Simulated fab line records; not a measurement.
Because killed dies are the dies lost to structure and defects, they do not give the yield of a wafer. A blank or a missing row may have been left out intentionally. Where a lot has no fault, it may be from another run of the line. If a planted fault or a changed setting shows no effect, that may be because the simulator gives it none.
fab line records | flow nand-harc
[record] lots = 13 | wafers = 39 | last-day = 34
route steps=1302 shown THIN_TSV@1270 END@1302
lots that met no fault: taken from a fault-free run of the same line
start-h: start of the lot's first displayed wafer, in hours after the record's first day | wait-h: how many hours have passed since the lot's step before this one | " same as the row above | L1.1+2: a single row standing in for several wafers | - no value present, or no start provided | * or withheld: withheld | < > ~ a bound
route shown NAME@n: NAME is a module with steps in the file, n the number in the route of the first one | usual: average and standard deviation across the fault-free wafers | same: alike in all rows | chamber/n: place in a boat | sites: readings site by site | _std_site: the values' standard deviation | _edge_site: mean of outer sites minus mean of inner sites | radius-mm: for every site, how far away it sits from the centre of the wafer | mask NAME#n: copy n | behind: tool/chamber where the wafer was last shaped | hold: reason for holding the lot/hours on hold/outcome of the hold | device: transistor that didn't switch, given as n, p or np | end of line: the route-end tests of the same wafers | for a step that has no rows: nothing shown but its recipe | killed: dies lost to structure and defects at the first sort, not the wafer's yield | map: dies across one wafer; x = killed, . = not, _ = none there
set.NAME: the run value of the setting; set.NAME@STEP: its run value at that earlier step | model.NAME: the simulator's own value behind a step, which no gauge read
one table for each step of the route and one row for each wafer, over a sample of lots
services: from which hour (start-h, from the record's first day; less than 0 if before it) a tool's chamber was out of use, for how many hours, and why
[[steps]]
[step NHARC_THIN_TSV_DEGAS_49]
[recipe] temp-c = 300 | time-s = 120
[usual] heater-power-w = 451/40
lot.wafer | tool           | chamber | start-h | wait-h | heater-power-w
L995.1    | pvd-sputter-01 | -       | 559.56  | 0.1    | 480
L995.2    | "              | -       | "       | "      | 468
L995.5    | "              | -       | "       | "      | 491
L996.2    | pvd-sputter-01 | -       | 566.87  | 0.2    | 480
L996.5    | "              | -       | "       | "      | 484
L996.6    | "              | -       | "       | "      | 467
L997.3    | pvd-sputter-02 | -       | 579.16  | 0.1    | 443
L997.2    | "              | -       | "       | "      | 379
L997.5    | "              | -       | "       | "      | 459
L100.3    | pvd-sputter-01 | -       | 612.42  | 0.1    | 474
L100.2    | "              | -       | "       | "      | 484
L100.5    | "              | -       | "       | "      | 467
L999.1    | pvd-sputter-02 | -       | 613.80  | 0.1    | 446
L999.6    | "              | -       | "       | "      | 466
L999.5    | "              | -       | "       | "      | 380
L104.2    | pvd-sputter-02 | -       | 649.90  | 0.1    | 433
L104.1    | "              | -       | "       | "      | 350
L104.6    | "              | -       | "       | "      | 498
L103.1    | pvd-sputter-02 | -       | 651.26  | 0.1    | 456
L103.3    | "              | -       | "       | "      | 443
L103.2    | "              | -       | "       | "      | 347
L105.2    | pvd-sputter-02 | -       | 668.41  | 0.2    | 508
L105.3    | "              | -       | "       | "      | 348
L105.6    | "              | -       | "       | "      | 494
L107.3    | pvd-sputter-01 | -       | 680.71  | 0.1    | 480
L107.1    | "              | -       | "       | "      | 490
L107.6    | "              | -       | "       | "      | 468
L115.2    | pvd-sputter-03 | -       | 756.80  | 0.1    | 500
L115.6    | "              | -       | "       | "      | 413
L115.5    | "              | -       | "       | "      | 465
L114.4    | pvd-sputter-03 | -       | 760.39  | 0.1    | 446
L114.1    | "              | -       | "       | "      | 400
L114.5    | "              | -       | "       | "      | 485
L116.3    | pvd-sputter-02 | -       | 777.89  | 0.1    | 437
L116.4    | "              | -       | "       | "      | 356
L116.1    | "              | -       | "       | "      | 492
L117.2    | pvd-sputter-03 | -       | 791.40  | 0.1    | 444
L117.1    | "              | -       | "       | "      | 438
L117.5    | "              | -       | "       | "      | 460
[step NHARC_THIN_TSV_PVD_51]
[recipe] target-thk-a = 1000 | chamber-pressure-pa = 5 | material = Cu
[usual] throttle-valve-pct = 29.7/1
lot.wafer | tool           | chamber | start-h | wait-h | throttle-valve-pct
L995.2    | pvd-sputter-01 | -       | 559.83  | -      | 30.4
L995.1    | "              | -       | "       | "      | 29.8
L995.5    | "              | -       | "       | "      | 29.3
L996.2    | pvd-sputter-01 | -       | 567.11  | -      | 29.6
L996.5    | "              | -       | "       | "      | 29.4
L996.6    | "              | -       | "       | "      | 29.6
L997.3    | pvd-sputter-02 | -       | 579.46  | -      | 30.1
L997.2    | "              | -       | "       | "      | 29.3
L997.5    | "              | -       | "       | "      | 28.1
L100.2    | pvd-sputter-01 | -       | 612.73  | -      | 30.2
L100.3    | "              | -       | "       | "      | 30.4
L100.5    | "              | -       | "       | "      | 30.3
L999.1    | pvd-sputter-02 | -       | 614.15  | -      | 30.1
L999.6    | "              | -       | "       | "      | 29.5
L999.5    | "              | -       | "       | "      | 29.6
L104.2    | pvd-sputter-02 | -       | 650.18  | -      | 29.5
L104.1    | "              | -       | "       | "      | 29.5
L104.6    | "              | -       | "       | "      | 29.4
L103.3    | pvd-sputter-02 | -       | 651.53  | -      | 28.3
L103.1    | "              | -       | "       | "      | 29.1
L103.2    | "              | -       | "       | "      | 29.8
L105.3    | pvd-sputter-02 | -       | 668.68  | -      | 29.6
L105.2    | "              | -       | "       | "      | 29.4
L105.6    | "              | -       | "       | "      | 29.5
L107.3    | pvd-sputter-01 | -       | 680.97  | -      | 30.6
L107.1    | "              | -       | "       | "      | 30.1
L107.6    | "              | -       | "       | "      | 30.4
L115.2    | pvd-sputter-03 | -       | 757.09  | -      | 31.8
L115.5    | "              | -       | "       | "      | 28.7
L115.6    | "              | -       | "       | "      | 32.2
L114.1    | pvd-sputter-03 | -       | 760.67  | -      | 29.1
L114.4    | "              | -       | "       | "      | 28.8
L114.5    | "              | -       | "       | "      | 28.6
L116.4    | pvd-sputter-02 | -       | 778.17  | -      | 29.0
L116.3    | "              | -       | "       | "      | 29.4
L116.1    | "              | -       | "       | "      | 30.0
L117.2    | pvd-sputter-03 | -       | 791.68  | -      | 28.7
L117.1    | "              | -       | "       | "      | 31.8
L117.5    | "              | -       | "       | "      | 28.4
[step NHARC_THIN_TSV_DESCUM_35]
[recipe] time-s = 3 | o2-flow-sccm = 200 | ar-flow-sccm = 0 | bias-power-w = 0 | chemistry = O2
[usual] drypump-motor-current-A = 5.8/0.64 | oes-product-au = 0.997/0.0082 | rf-vpp-V = 57.9/0.84 | showerhead-plenum-p-Torr = 1.92/0.076 | throttle-valve-pct = 11.310/0.009
lot.wafer | tool        | chamber | start-h | wait-h | drypump-motor-current-A | oes-product-au | rf-hours-counter-h | rf-vpp-V | showerhead-plenum-p-Torr | throttle-valve-pct
L995.2    | rie-diel-10 | 3       | 562.74  | -      | 6.2                     | 1.001          | 6.9                | 58.7     | 1.97                     | 11.310
L995.1    | "           | 0       | "       | "      | 6.7                     | 0.997          | 6.8                | 57.0     | 1.93                     | 11.305
L995.5    | "           | 3       | "       | "      | 6.2                     | 1.014          | -                  | 58.7     | 1.97                     | 11.305
L996.2    | rie-diel-09 | 3       | 570.15  | -      | 5.7                     | 0.992          | 3.4                | 57.1     | 1.87                     | 11.291
L996.6    | "           | 3       | "       | "      | 5.7                     | 0.992          | -                  | 57.9     | 1.87                     | 11.303
L996.5    | "           | 0       | "       | "      | 4.9                     | 1.009          | -                  | 58.4     | 2.00                     | 11.311
L997.2    | rie-diel-11 | 1       | 582.46  | -      | 5.9                     | 0.993          | 7.6                | 57.9     | 1.82                     | 11.309
L997.3    | "           | 3       | "       | "      | 6.4                     | 1.004          | 7.8                | 58.5     | 1.92                     | 11.302
L997.5    | "           | 1       | "       | "      | 5.9                     | 0.996          | -                  | 58.2     | 1.82                     | 11.308
L100.3    | rie-diel-10 | 2       | 615.62  | -      | 6.1                     | 0.996          | 1.0                | 57.2     | 1.88                     | 11.311
L100.2    | "           | 3       | "       | "      | 6.2                     | 1.001          | 0.8                | 57.9     | 1.97                     | 11.310
L100.5    | "           | 1       | "       | "      | 6.5                     | 1.008          | -                  | 58.2     | 1.86                     | 11.305
L999.1    | rie-diel-10 | 1       | 617.00  | -      | 6.4                     | 1.006          | 1.2                | 58.0     | 1.86                     | 11.312
L999.6    | "           | 1       | "       | "      | 6.5                     | 1.008          | -                  | 58.6     | 1.86                     | 11.311
L999.5    | "           | 2       | "       | "      | 6.1                     | 0.993          | -                  | 57.3     | 1.88                     | 11.316
L104.2    | rie-diel-11 | 3       | 653.06  | -      | 6.4                     | 1.009          | 2.0                | 58.2     | 1.92                     | 11.311
L104.1    | "           | 0       | "       | "      | 6.6                     | 1.002          | 2.2                | 56.5     | 2.04                     | 11.314
L104.6    | "           | 2       | "       | "      | 5.5                     | 1.002          | -                  | 58.6     | 1.87                     | 11.302
L103.2    | rie-diel-09 | 2       | 654.55  | -      | 4.6                     | 0.999          | 8.4                | 57.4     | 2.03                     | 11.310
L103.3    | "           | 3       | "       | "      | 5.6                     | 0.993          | 6.5                | 56.9     | 1.87                     | 11.313
L103.1    | "           | 0       | "       | "      | 4.9                     | 1.006          | 9.1                | 56.7     | 2.00                     | 11.316
L105.3    | rie-diel-09 | 2       | 671.69  | -      | 4.6                     | 0.999          | 9.4                | 58.6     | 2.03                     | 11.309
L105.2    | "           | 3       | "       | "      | 5.7                     | 0.994          | 7.3                | 57.7     | 1.87                     | 11.302
L105.6    | "           | 2       | "       | "      | 4.6                     | 0.986          | -                  | 59.2     | 2.03                     | 11.304
L107.3    | rie-diel-11 | 1       | 684.01  | -      | 5.9                     | 1.002          | 4.3                | 56.6     | 1.82                     | 11.324
L107.1    | "           | 3       | "       | "      | 6.5                     | 0.999          | 3.9                | 57.9     | 1.92                     | 11.311
L107.6    | "           | 2       | "       | "      | 5.5                     | 1.010          | -                  | 57.0     | 1.87                     | 11.317
L115.2    | rie-diel-11 | 0       | 760.11  | -      | 6.6                     | 0.993          | 6.4                | 58.6     | 2.04                     | 11.304
L115.6    | "           | 3       | "       | "      | 6.4                     | 0.989          | -                  | 57.1     | 1.91                     | 11.308
L115.5    | "           | 0       | "       | "      | 6.7                     | 1.004          | -                  | 59.2     | 2.04                     | 11.318
L114.1    | rie-diel-11 | 2       | 763.71  | -      | 5.5                     | 1.005          | 7.6                | 56.2     | 1.87                     | 11.301
L114.4    | "           | 0       | "       | "      | 6.6                     | 0.997          | 6.8                | 58.2     | 2.04                     | 11.302
L114.5    | "           | 1       | "       | "      | 5.8                     | 0.986          | -                  | 58.6     | 1.82                     | 11.333
L116.3    | rie-diel-11 | 3       | 781.07  | -      | 6.4                     | 1.004          | 7.7                | 57.5     | 1.91                     | 11.303
L116.4    | "           | 1       | "       | "      | 5.8                     | 0.986          | 8.6                | 57.6     | 1.82                     | 11.321
L116.1    | "           | 2       | "       | "      | 5.5                     | 0.996          | 8.2                | 57.4     | 1.87                     | 11.307
L117.1    | rie-diel-09 | 1       | 794.71  | -      | 5.5                     | 0.990          | 10.6               | 57.9     | 1.82                     | 11.308
L117.2    | "           | 0       | "       | "      | 5.0                     | 1.001          | 11.0               | 58.9     | 1.99                     | 11.305
L117.5    | "           | 0       | "       | "      | 5.0                     | 1.005          | -                  | 57.6     | 1.99                     | 11.316
[step NHARC_THIN_TSV_CD_MEAS_37]
[usual] cd-nm = 4999/3.1
lot.wafer | tool      | chamber | start-h | wait-h | cd-nm
L995.1    | cd-sem-01 | -       | 564.04  | -      | 4999
L995.2    | "         | -       | "       | "      | 4997
L995.5    | "         | -       | "       | "      | 4997
L996.2    | cd-sem-01 | -       | 571.43  | -      | 5000
L996.5    | "         | -       | "       | "      | 5000
L996.6    | "         | -       | "       | "      | 4995
L997.2    | cd-sem-03 | -       | 583.73  | -      | 4991
L997.3    | "         | -       | "       | "      | 4998
L997.5    | "         | -       | "       | "      | 4994
L100.2    | cd-sem-02 | -       | 616.88  | -      | 5003
L100.3    | "         | -       | "       | "      | 5002
L100.5    | "         | -       | "       | "      | 5003
L999.1    | cd-sem-01 | -       | 618.27  | -      | 4996
L999.5    | "         | -       | "       | "      | 4997
L999.6    | "         | -       | "       | "      | 4998
L104.1    | cd-sem-01 | -       | 654.34  | -      | 4997
L104.2    | "         | -       | "       | "      | 5000
L104.6    | "         | -       | "       | "      | 4998
L103.1    | cd-sem-01 | -       | 655.83  | -      | 4998
L103.2    | "         | -       | "       | "      | 4993
L103.3    | "         | -       | "       | "      | 4994
L105.2    | cd-sem-03 | -       | 672.99  | -      | 5004
L105.3    | "         | -       | "       | "      | 4999
L105.6    | "         | -       | "       | "      | 4999
L107.1    | cd-sem-01 | -       | 685.31  | -      | 5000
L107.3    | "         | -       | "       | "      | 4997
L107.6    | "         | -       | "       | "      | 4992
L115.2    | cd-sem-01 | -       | 761.38  | -      | 5002
L115.5    | "         | -       | "       | "      | 5003
L115.6    | "         | -       | "       | "      | 5001
L114.1    | cd-sem-02 | -       | 764.98  | -      | 4997
L114.4    | "         | -       | "       | "      | 4998
L114.5    | "         | -       | "       | "      | 4998
L116.1    | cd-sem-01 | -       | 782.35  | -      | 4997
L116.3    | "         | -       | "       | "      | 5000
L116.4    | "         | -       | "       | "      | 4995
L117.1    | cd-sem-01 | -       | 796.01  | -      | 4996
L117.2    | "         | -       | "       | "      | 5000
L117.5    | "         | -       | "       | "      | 5001
[step NHARC_END_SORT_01]
[recipe] temp-c = 25
[usual] defect-limited-yield = 91/3.5 | killed-at-array = 59/24 | killed-at-other = 0.7/1.2 | killed-at-periphery = 3.5/2.6 | killed-dies = 63/24 | killed-open = 3.2/2.1 | killed-short = 2.4/1.5
[same] gross-dies = 677
lot.wafer | tool      | chamber | start-h | wait-h | defect-limited-yield[%] | killed-at-array | killed-at-other | killed-at-periphery | killed-dies | killed-open | killed-short
L996.2    | prober-01 | 0       | 582.28  | 2.8    | 88                      | 78              | 0               | 5                   | 83          | 4           | 3
L996.5    | prober-01 | 0       | 584.69  | 3.7    | 88                      | 77              | 1               | 4                   | 82          | 1           | 3
L996.6    | prober-01 | 0       | 585.49  | 4.0    | 90                      | 67              | 0               | 2                   | 69          | 1           | 2
L999.1    | prober-02 | 0       | 624.46  | 2.5    | 90                      | 63              | 0               | 3                   | 66          | 5           | 2
L999.5    | prober-02 | 0       | 627.66  | 3.7    | 90                      | 61              | 1               | 6                   | 68          | 6           | 3
L999.6    | prober-02 | 0       | 628.46  | 4.0    | 90                      | 65              | 0               | 6                   | 71          | 4           | 7
L104.1    | prober-01 | 0       | 660.84  | 2.5    | 94                      | 39              | 1               | 2                   | 42          | 1           | 3
L104.2    | prober-01 | 0       | 661.64  | 2.8    | 95                      | 27              | 0               | 6                   | 33          | 4           | 1
L104.6    | prober-01 | 0       | 664.87  | 4.0    | 94                      | 34              | 1               | 8                   | 43          | 7           | 1
L103.1    | prober-01 | 0       | 668.67  | 2.5    | 90                      | 60              | 3               | 3                   | 66          | 1           | 2
L103.2    | prober-01 | 0       | 669.48  | 2.8    | 91                      | 63              | 0               | 1                   | 64          | 4           | 1
L103.3    | prober-01 | 0       | 670.29  | 3.1    | 91                      | 60              | 0               | 3                   | 63          | 3           | 1
L105.2    | prober-02 | 0       | 682.22  | 2.8    | 89                      | 42              | 29              | 3                   | 74          | 5           | 0
L105.3    | prober-02 | 0       | 683.02  | 3.1    | 90                      | 44              | 25              | 1                   | 70          | 3           | 1
L105.6    | prober-02 | 0       | 685.45  | 4.0    | 93                      | 46              | 0               | 0                   | 46          | 5           | 3
// killed by level:class
L996.2 A_CHANNEL_HOLE_D1:chamber-film-flake=39 A_SLIT:chamber-film-flake=22 A_CHANNEL_HOLE_D2:chamber-film-flake=7 A_M1:chamber-film-flake=4 P_M1:chamber-film-flake=3 A_SGD_CUT:geometric-particle:open=2 P_GATE:geometric-particle:open=1 P_M2:geometric-particle:short=1
L996.5 A_CHANNEL_HOLE_D1:chamber-film-flake=41 A_SLIT:chamber-film-flake=24 A_CHANNEL_FILL_D1:geometric-particle:short=2 P_GATE:chamber-film-flake=2 P_M1:chamber-film-flake=2 A_STAIRCASE:chamber-film-flake=2 A_CONTACT:chamber-film-flake=2 A_M1:chamber-film-flake=2
L996.6 A_CHANNEL_HOLE_D1:chamber-film-flake=31 A_SLIT:chamber-film-flake=21 A_CHANNEL_HOLE_D2:chamber-film-flake=6 A_M1:chamber-film-flake=3 P_M1:chamber-film-flake=2 A_CHANNEL_FILL_D1:geometric-particle:open=1 A_DECK1_JOINT:geometric-particle:short=1 A_SGD_CUT:geometric-particle:short=1
L999.1 A_CHANNEL_HOLE_D1:chamber-film-flake=24 A_CHANNEL_HOLE_D2:chamber-film-flake=21 A_SGD_CUT:chamber-film-flake=5 P_BONDPAD:chamber-film-flake=2 A_SLIT:chamber-film-flake=2 A_WL_FILL:chamber-film-flake=2 P_GATE:geometric-particle:open=1 A_ONON_D1:geometric-particle:open=1
L999.5 A_CHANNEL_HOLE_D2:chamber-film-flake=27 A_CHANNEL_HOLE_D1:chamber-film-flake=21 P_BONDPAD:chamber-film-flake=3 A_SGD_CUT:chamber-film-flake=3 P_M0:geometric-particle:open=2 A_CHANNEL_FILL_D1:geometric-particle:open=1 A_CHANNEL_FILL_D1:geometric-particle:short=1 A_ONON_D2:geometric-particle:open=1
L999.6 A_CHANNEL_HOLE_D2:chamber-film-flake=26 A_CHANNEL_HOLE_D1:chamber-film-flake=23 A_CHANNEL_FILL_D1:geometric-particle:short=3 A_CHANNEL_FILL_D2:chamber-film-flake=3 A_SGD_CUT:chamber-film-flake=3 P_GATE:geometric-particle:open=2 A_WL_FILL:geometric-particle:short=2 A_STAIRCASE:chamber-film-flake=2
L104.1 A_CHANNEL_HOLE_D2:chamber-film-flake=18 A_CHANNEL_HOLE_D1:chamber-film-flake=6 A_SLIT:chamber-film-flake=5 A_CONTACT:chamber-film-flake=2 A_CHANNEL_FILL_D1:chamber-film-flake=2 A_STAIRCASE:chamber-film-flake=2 A_DECK1_JOINT:geometric-particle:short=1 A_ONON_D2:geometric-particle:short=1
L104.2 A_CHANNEL_HOLE_D2:chamber-film-flake=12 P_STI:chamber-film-flake=5 A_CHANNEL_HOLE_D1:chamber-film-flake=5 A_CHANNEL_FILL_D2:chamber-film-flake=2 A_CHANNEL_FILL_D1:geometric-particle:open=1 A_CHANNEL_HOLE_D2:geometric-particle:open=1 A_CHANNEL_FILL_D2:geometric-particle:short=1 A_CHANNEL_FILL_D2:geometric-particle:open=1
L104.6 A_CHANNEL_HOLE_D2:chamber-film-flake=17 A_CHANNEL_HOLE_D1:chamber-film-flake=4 P_STI:chamber-film-flake=3 A_CONTACT:chamber-film-flake=3 P_M1:geometric-particle:open=2 A_CHANNEL_FILL_D1:geometric-particle:open=2 A_SLIT:chamber-film-flake=2 P_CONTACT:geometric-particle:open=1
L103.1 A_CHANNEL_HOLE_D1:chamber-film-flake=28 A_CHANNEL_HOLE_D2:chamber-film-flake=17 A_CONTACT:chamber-film-flake=5 A_STAIRCASE:chamber-film-flake=3 THIN_TSV:chamber-film-flake=3 A_WL_FILL:chamber-film-flake=2 A_DECK1_JOINT:geometric-particle:open=1 A_CHANNEL_FILL_D2:geometric-particle:short=1
L103.2 A_CHANNEL_HOLE_D1:chamber-film-flake=37 A_CHANNEL_HOLE_D2:chamber-film-flake=14 A_CONTACT:chamber-film-flake=6 A_ONON_D2:geometric-particle:open=2 A_CHANNEL_FILL_D1:geometric-particle:open=1 A_CHANNEL_FILL_D1:geometric-particle:short=1 A_SGD_CUT:geometric-particle:open=1 P_BONDPAD:chamber-film-flake=1
L103.3 A_CHANNEL_HOLE_D1:chamber-film-flake=39 A_CHANNEL_HOLE_D2:chamber-film-flake=14 A_CONTACT:chamber-film-flake=3 P_M0:geometric-particle:open=2 A_STAIRCASE:chamber-film-flake=2 A_CHANNEL_HOLE_D1:geometric-particle:open=1 A_BLC:geometric-particle:short=1 P_BONDPAD:chamber-film-flake=1
L105.2 A_SLIT:chamber-film-flake=29 THIN_TSV:area-pvd=29 A_CHANNEL_HOLE_D1:chamber-film-flake=4 A_DECK1_JOINT:chamber-film-flake=3 P_GATE:geometric-particle:open=1 A_SOURCE_PLATE:geometric-particle:open=1 A_DECK1_JOINT:geometric-particle:open=1 A_ONON_D2:geometric-particle:open=1
L105.3 A_SLIT:chamber-film-flake=26 THIN_TSV:area-pvd=25 A_CHANNEL_HOLE_D1:chamber-film-flake=7 A_STAIRCASE:chamber-film-flake=3 A_CONTACT:chamber-film-flake=2 A_ONON_D2:geometric-particle:open=1 A_WL_FILL:geometric-particle:open=1 A_M0:geometric-particle:open=1
L105.6 A_SLIT:chamber-film-flake=33 A_CHANNEL_HOLE_D2:chamber-film-flake=3 A_CHANNEL_HOLE_D1:geometric-particle:short=2 A_CHANNEL_HOLE_D1:chamber-film-flake=2 A_ONON_D1:geometric-particle:open=1 A_CHANNEL_HOLE_D1:geometric-particle:open=1 A_CHANNEL_FILL_D1:geometric-particle:open=1 A_DECK1_JOINT:geometric-particle:open=1
[[services]]
tool           | chamber | start-h | hours | kind
pvd-sputter-03 | -       | 548.06  | 16.0  | repair
rie-diel-09    | 1       | 561.67  | 5.5   | repair
pvd-sputter-01 | -       | 584.92  | 10.0  | pm
rie-diel-09    | -       | 591.66  | 0.4   | repair
pvd-sputter-03 | -       | 595.16  | 2.0   | repair
rie-diel-09    | 3       | 604.89  | 21.3  | repair
rie-diel-11    | 1       | 606.28  | 1.9   | repair
rie-diel-11    | -       | 609.50  | 9.0   | pm
rie-diel-09    | 1       | 631.41  | 3.5   | repair
pvd-sputter-02 | -       | 638.00  | 10.0  | pm
rie-diel-09    | 3       | 650.43  | 4.0   | repair
rie-diel-09    | -       | 674.10  | 9.0   | pm
rie-diel-11    | 0       | 680.00  | 9.6   | repair
pvd-sputter-02 | -       | 692.67  | 0.5   | repair
pvd-sputter-01 | -       | 695.70  | 0.7   | repair
rie-diel-09    | -       | 701.47  | 0.4   | repair
pvd-sputter-03 | -       | 704.02  | 10.0  | pm
rie-diel-09    | 3       | 704.60  | 5.7   | repair
rie-diel-11    | -       | 738.50  | 0.1   | repair
rie-diel-09    | 2       | 751.74  | 38.9  | repair
pvd-sputter-01 | -       | 763.03  | 10.0  | pm
rie-diel-09    | 3       | 767.90  | 33.7  | repair
rie-diel-09    | 1       | 778.99  | 3.6   | repair
rie-diel-11    | -       | 786.50  | 9.0   | pm
[[key]]
[first-sign] step = NHARC_END_SORT_01 | reading = killed-at-other | direction = up | sigmas = 22 | usual = 0.7 | struck = 27
effect none on later readings
met-at NHARC_THIN_TSV_PVD_51
struck-lots L105
struck-wafers L105.2,L105.3
not-acting-at NHARC_THIN_TSV_DEGAS_49,NHARC_THIN_TSV_DESCUM_35,NHARC_THIN_TSV_CD_MEAS_37
onset-between 651.53 668.68
[fault] kind = process-parameter-drift | tool = pvd-sputter-02 | chamber = - | onset-h = 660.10 | steps = NHARC_THIN_TSV_PVD_51 | channel = target-thk-a | offset = * | shape = step | end-h = 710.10 | scope = struck-wafers-only | acts-in = * | stated = *
